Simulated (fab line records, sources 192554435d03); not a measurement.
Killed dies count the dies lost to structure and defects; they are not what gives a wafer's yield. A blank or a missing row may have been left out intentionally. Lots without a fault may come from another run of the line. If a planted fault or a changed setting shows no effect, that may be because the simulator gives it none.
Split-lot trial | flow n5 finfet | route with 1938 steps; 7 lots, 21 wafers read

## SPLIT DETAILS
At N5_BEOL_M7_VIA_ETCH_34 (etches SiCOH lowk in C4F6/O2, target depth 125.5 nm, time 50.5 s), the setting bias w was moved away from the recipe's 185 W on 5 of the 21 wafers read, by -15.4% to +8.6%. This setting was run at the recipe's value on the other wafers.

The split's own step is where the reading is taken.

## THE READING
rf vpp V, in V, at N5_BEOL_M7_VIA_ETCH_34 (etches SiCOH lowk in C4F6/O2, target depth 125.5 nm, time 50.5 s). A value of 675 V with a standard deviation of 9.2 V is what fault-free wafers of this fab line usually give.

wafer  | tool, chamber at the split | bias w as run, W | against the recipe | rf vpp V, V | against lot-mates on the recipe
L074.2 | rie diel-05, 1             | 156.6            | -15.4%             | 598         | -87
L074.4 | rie diel-05, 1             | 156.6            | -15.4%             | 598         | -87
L074.6 | rie diel-05, 3             | 185              | recipe             | 685         | -
L076.1 | rie diel-03, 1             | 185              | recipe             | 664         | -
L076.2 | rie diel-03, 0             | 194.6            | +5.2%              | 710         | +36
L076.4 | rie diel-03, 3             | 185              | recipe             | 685         | -
L077.1 | rie diel-05, 2             | 201              | +8.6%              | 722         | +42
L077.2 | rie diel-05, 1             | 185              | recipe             | 683         | -
L077.6 | rie diel-05, 2             | 185              | recipe             | 677         | -
L085.1 | rie diel-02, 0             | 185              | recipe             | 675         | -
L085.5 | rie diel-02, 0             | 185              | recipe             | 674         | -
L085.6 | rie diel-02, 3             | 185              | recipe             | 665         | -
L089.1 | rie diel-03, 0             | 185              | recipe             | 682         | -
L089.3 | rie diel-03, 3             | 185              | recipe             | 685         | -
L089.6 | rie diel-03, 1             | 185              | recipe             | 664         | -
L095.1 | rie diel-05, 1             | 185              | recipe             | 683         | -
L095.2 | rie diel-05, 2             | 156.9            | -15.2%             | 593         | -77
L095.6 | rie diel-05, 0             | 185              | recipe             | 657         | -
L096.1 | rie diel-03, 3             | 185              | recipe             | 684         | -
L096.4 | rie diel-03, 3             | 185              | recipe             | 685         | -
L096.5 | rie diel-03, 2             | 185              | recipe             | 675         | -

THE FIT
A straight line over all 21 wafers: rf vpp V changes by +5.3 V for each +1% of bias w; r = +0.97; the points scatter about the line by 8.4 V.
The same after taking each lot's own level away (the mean of its wafers on the recipe; 21 wafers): +5.46 V for each +1%; r = +0.98; scatter 7.6 V.
Per that fit: largest bias w move, reading shift of 84 V.
Across the lots, their own levels run from 670.0 to 685.0 V, a range of 1.6 times the standard deviation given above.
The two slopes agree, so the slope changes little with the lot-to-lot level.
Check: for one of the wafers moved furthest among these (-15.4%), held out of the fit, the line's prediction against its lot-mates is -82.4 V. Against them it came out at -87 V.
Tool readings at the split's step, against how far the setting was moved: rf vpp V r = +0.97.

## OTHER SPLITS ON THESE WAFERS
Note: prior to the reading, these wafers also went through further splits. Each is held against what the fit with the lots' levels taken away leaves over:
other split on the same wafers | wafers away from the commonest value | r with rf vpp V (lot level and that fit taken away)
N5_BEOL_M7_EXPOSE_08 dose mj   | 5                                    | +0.27

## THE FILE'S OWN FIT
rf vpp V changes by +5.4 V for each +1% of bias w, r = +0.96.
